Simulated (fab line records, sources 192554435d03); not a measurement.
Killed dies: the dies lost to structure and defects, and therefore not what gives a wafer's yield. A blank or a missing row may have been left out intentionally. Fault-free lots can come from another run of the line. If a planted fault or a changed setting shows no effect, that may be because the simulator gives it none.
What tool caused it? | flow n5-finfet | 29 wafers from 10 lots sampled at 5 of the route's 1938 steps

== WHAT THE GAUGES READ, wafer by wafer ==
N5_BEOL_M3_THK_MEAS_01.
lot  | measured     | on            | M3_ILD_THK (nm)
L230 | day 7 18:01  | film-metro-02 | 78.6 79.0 80.9
L231 | day 7 21:29  | film-metro-02 | 79.6 77.6 80.5
L232 | day 8 01:55  | film-metro-02 | 79.2 79.3 79.1
L233 | day 8 07:44  | film-metro-01 | 77.8 79.2 79.5
L242 | day 10 20:58 | film-metro-02 | 93.6 79.4
L245 | day 10 22:14 | film-metro-02 | 79.3 77.7 80.1
L246 | day 11 03:32 | film-metro-01 | 78.9 81.3 79.5
L248 | day 12 06:25 | film-metro-02 | 77.5 78.2 80.9
L251 | day 13 06:29 | film-metro-01 | 77.3 79.1 79.0
L253 | day 13 20:57 | film-metro-02 | 80.5 79.2 78.7

== WHICH TOOL RAN EACH LOT (tool, then ch and the chambers of the sampled wafers, then the start) ==
lot  | N5_BEOL_M2_SPUTTER_90        | N5_BEOL_M2_ANNEAL_91         | N5_BEOL_M2_ANNEAL_93         | N5_BEOL_M3_ILD_DEP_00
L230 | pvd-sputter-02, day 7 15:50  | pvd-sputter-02, day 7 15:55  | pvd-sputter-02, day 7 16:08  | pecvd-03 ch 0,1,2, day 7 17:56
L231 | pvd-sputter-03, day 7 19:34  | pvd-sputter-03, day 7 19:39  | pvd-sputter-03, day 7 19:52  | pecvd-03 ch 0,1,2, day 7 21:25
L232 | pvd-sputter-03, day 7 21:25  | pvd-sputter-03, day 7 21:29  | pvd-sputter-03, day 7 21:43  | pecvd-01 ch 1,2, day 8 01:50
L233 | pvd-sputter-02, day 8 01:00  | pvd-sputter-02, day 8 01:05  | pvd-sputter-02, day 8 01:18  | pecvd-01 ch 1,2, day 8 07:38
L242 | pvd-sputter-03, day 10 19:07 | pvd-sputter-03, day 10 19:12 | pvd-sputter-03, day 10 19:25 | pecvd-01 ch 0, day 10 20:53
L245 | pvd-sputter-02, day 10 20:18 | pvd-sputter-02, day 10 20:23 | pvd-sputter-02, day 10 20:36 | pecvd-03 ch 1,2, day 10 22:10
L246 | pvd-sputter-03, day 11 01:41 | pvd-sputter-03, day 11 01:46 | pvd-sputter-03, day 11 01:59 | pecvd-03 ch 0,1,2, day 11 03:28
L248 | pvd-sputter-03, day 12 04:34 | pvd-sputter-03, day 12 04:38 | pvd-sputter-03, day 12 04:52 | pecvd-03 ch 0,1,2, day 12 06:20
L251 | pvd-sputter-03, day 13 04:38 | pvd-sputter-03, day 13 04:43 | pvd-sputter-03, day 13 04:56 | pecvd-01 ch 0,2, day 13 06:25
L253 | pvd-sputter-02, day 13 19:07 | pvd-sputter-02, day 13 19:11 | pvd-sputter-02, day 13 19:25 | pecvd-03 ch 0,1,2, day 13 20:53
- N5_BEOL_M2_SPUTTER_90: material Cu, target thk 4.5 nm, time 8.29 s.
- N5_BEOL_M2_ANNEAL_91: time 240 s.
- N5_BEOL_M2_ANNEAL_93: time 240 s.
- N5_BEOL_M3_ILD_DEP_00: deposits SiOC from DEMS/O2, target thk 79 nm, time 15.3 s.

== THE ANSWER, worked out from the rows above alone ==
Rule: the usual values come from the lots themselves. Put in order of their means at a reading, lots are off if they are a third of the lots or fewer, leave a main group of 4 or more, and stand apart from it by a gap of 3 or more times the standard deviation of the main group's means; of several such gaps the widest counts. Not used: any main group whose means are identical at the precision the tables above print for the reading. Also off: a lot with no number at a reading for which 4 or more lots have one. The other lots that the step has rows for count as sound.
Off: L242, at N5_BEOL_M3_THK_MEAS_01 (M3_ILD_THK). The main group: mean 79.2 nm, standard deviation 0.4.
If a tool, at a process step before that reading, ran all the lots that are off and no sound lot after the first of them, it fits. The gauges at N5_BEOL_M3_THK_MEAS_01 are tried like those tools. No candidate that was tried fits.

== WHAT THE SIMULATOR HAD PUT IN ==
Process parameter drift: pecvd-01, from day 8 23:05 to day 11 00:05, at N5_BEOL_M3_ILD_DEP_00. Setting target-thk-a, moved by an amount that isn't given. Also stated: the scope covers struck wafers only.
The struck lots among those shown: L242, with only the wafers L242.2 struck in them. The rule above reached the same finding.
